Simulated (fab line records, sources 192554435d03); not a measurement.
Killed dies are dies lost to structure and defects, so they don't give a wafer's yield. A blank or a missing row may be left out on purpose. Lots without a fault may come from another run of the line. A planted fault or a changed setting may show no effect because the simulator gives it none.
Split-lot experiment | flow n5_finfet | 7 lots, 21 wafers read, on a route of 1938 steps

THE SPLIT
At N5_MOL_CONTACT_COAG_SPUTTER_130 (material Co, target thk 47.5 nm), the setting power_w was moved away from the recipe's 3000 W on 9 of the 21 wafers read, by -12.9% to +13.0%. The other wafers ran this setting at the recipe's value.

The reading is taken at the split's own step.

THE READING
Co_of_MOL_CONTACT_COAG_SPUTTER_130.thk_nm (the simulator's own value, which no gauge read), in nm, at N5_MOL_CONTACT_COAG_SPUTTER_130 (material Co, target thk 47.5 nm). The file gives no usual value for it. The 12 wafers here that ran the recipe average 47.5 nm, standard deviation 0.46 nm.

wafer  | tool, chamber at the split | power_w as run, W | against the recipe | Co_of_MOL_CONTACT_COAG_SPUTTER_130.thk_nm, nm | against lot-mates on the recipe
L075.1 | pvd_sputter-03, -          | 3000              | recipe             | 46.8                                          | -
L075.5 | pvd_sputter-03, -          | 3000              | recipe             | 46.6                                          | -
L075.6 | pvd_sputter-03, -          | 2612              | -12.9%             | 40.4                                          | -6.3
L076.1 | pvd_sputter-03, -          | 3000              | recipe             | 48                                            | -
L076.2 | pvd_sputter-03, -          | 3000              | recipe             | 47.8                                          | -
L076.3 | pvd_sputter-03, -          | 3207              | +6.9%              | 50.8                                          | +2.9
L080.1 | pvd_sputter-03, -          | 3000              | recipe             | 47.4                                          | -
L080.3 | pvd_sputter-03, -          | 2731              | -9.0%              | 42.6                                          | -4.8
L080.5 | pvd_sputter-03, -          | 2731              | -9.0%              | 43                                            | -4.4
L083.2 | pvd_sputter-01, -          | 3000              | recipe             | 47.2                                          | -
L083.3 | pvd_sputter-01, -          | 3000              | recipe             | 47.2                                          | -
L083.4 | pvd_sputter-01, -          | 3000              | recipe             | 47.2                                          | -
L092.1 | pvd_sputter-03, -          | 3390              | +13.0%             | 54.2                                          | +6.2
L092.4 | pvd_sputter-03, -          | 3000              | recipe             | 48                                            | -
L092.5 | pvd_sputter-03, -          | 3000              | recipe             | 48                                            | -
L094.1 | pvd_sputter-01, -          | 3316              | +10.5%             | 53                                            | +5.4
L094.2 | pvd_sputter-01, -          | 3316              | +10.5%             | 52.2                                          | +4.6
L094.4 | pvd_sputter-01, -          | 3000              | recipe             | 47.6                                          | -
L096.1 | pvd_sputter-03, -          | 2695              | -10.2%             | 42.6                                          | -5.2
L096.2 | pvd_sputter-03, -          | 2695              | -10.2%             | 42.8                                          | -5.0
L096.3 | pvd_sputter-03, -          | 3000              | recipe             | 47.8                                          | -

THE FIT
A straight line over all 21 wafers: Co_of_MOL_CONTACT_COAG_SPUTTER_130.thk_nm changes by +0.504 nm for each +1% of power_w; r = +0.99; the points scatter about the line by 0.44 nm.
The same after taking each lot's own level away (the mean of its wafers on the recipe; 21 wafers): +0.486 nm for each +1%; r = +1.00; scatter 0.2 nm.
On that fit, the largest move of power_w shifts the reading by 6.3 nm.
The lots' own levels span 46.70 to 48.00 nm, that is 2.8 times the standard deviation above.
So the lot-to-lot level changes the slope little: the two slopes agree.
Check: with one of the wafers moved furthest among these (+13.0%) left out of the fit, the line predicts +6.25 nm for it against its lot-mates. It came out at +6.2 nm against them.

OTHER SPLITS ON THESE WAFERS
These wafers also went through other splits before the reading. Each is held against what the fit with the lots' levels taken away leaves over:
other split on the same wafers | wafers away from the commonest value | r with Co_of_MOL_CONTACT_COAG_SPUTTER_130.thk_nm (lot level and that fit taken away)
N5_GATE_CUT_COAT_27 spin_rpm   | 5                                    | +0.23

THE FILE'S OWN FIT
Co_of_MOL_CONTACT_COAG_SPUTTER_130.thk_nm changes by +0.483 nm for each +1% of power_w, r = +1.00.
